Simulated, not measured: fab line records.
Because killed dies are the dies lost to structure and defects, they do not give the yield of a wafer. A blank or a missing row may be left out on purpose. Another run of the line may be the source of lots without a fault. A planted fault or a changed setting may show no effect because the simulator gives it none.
Chamber matching    flow nand-harc    4 sister chambers for NHARC_P_M2_CMP_23 on cmp-02
The step polishes, t overpolish 20 s, target thk 144.3 nm. 14 wafers are shown with their chamber, then 7 later ones without.

WAFERS WITH THEIR CHAMBER
wafer   chamber  motor-current-A (A)  time-to-endpoint-s (s)
L588.1  1        10.9                 28
L588.2  3        12.1                 28
L588.4  0        11.0                 29
L589.1  2        13.5                 28
L589.2  1        10.8                 28
L589.6  2        12.6                 28
L590.2  3        12.4                 27
L590.5  1        11.3                 26
L590.6  2        12.8                 30
L592.1  1        10.8                 29
L592.3  2        13.1                 30
L592.6  1        10.9                 28
L595.2  3        12.2                 29
L595.3  1        11.8                 27

SIGNATURES (averages over the wafers above)
reading             chamber 0  chamber 1  chamber 2  chamber 3  scatter within a chamber
motor-current-A     11.000     11.083     13.000     12.233     0.36
time-to-endpoint-s  29.00      27.67      29.00      28.00      1.06
Rule: distance of a wafer from a chamber = root of the sum over the readings of ((wafer's reading minus chamber's mean) / reading's scatter) squared. The wafer belongs to the nearest chamber; if the next one is less than 2 further off, it can't be placed. The scatter: the root of (the sum of the squares of (reading less its chamber's mean) over the shown wafers, divided by (wafers less chambers)).

WAFERS WITHOUT THEIR CHAMBER
wafer   motor-current-A (A)  time-to-endpoint-s (s)
L595.4  13.4                 29
L596.2  13.2                 31
L596.5  10.7                 27
L596.6  11.4                 30
L598.1  11.9                 23
L598.3  12.7                 26
L598.6  10.5                 24

EACH ONE'S CHAMBER
wafer   from the rows above                in truth
L595.4  2                                  2
L596.2  can't be placed: 2 or 3            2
L596.5  can't be placed: 1 or 0            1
L596.6  can't be placed: 0 or 1 or 3       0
L598.1  can't be placed: 3 or 1 or 0 or 2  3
L598.3  can't be placed: 3 or 2            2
L598.6  can't be placed: 1 or 0            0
Placed correctly: 1 of 7. These rows do not allow placing 6 (true chamber among the candidates in 6). Placed wrongly: 0.
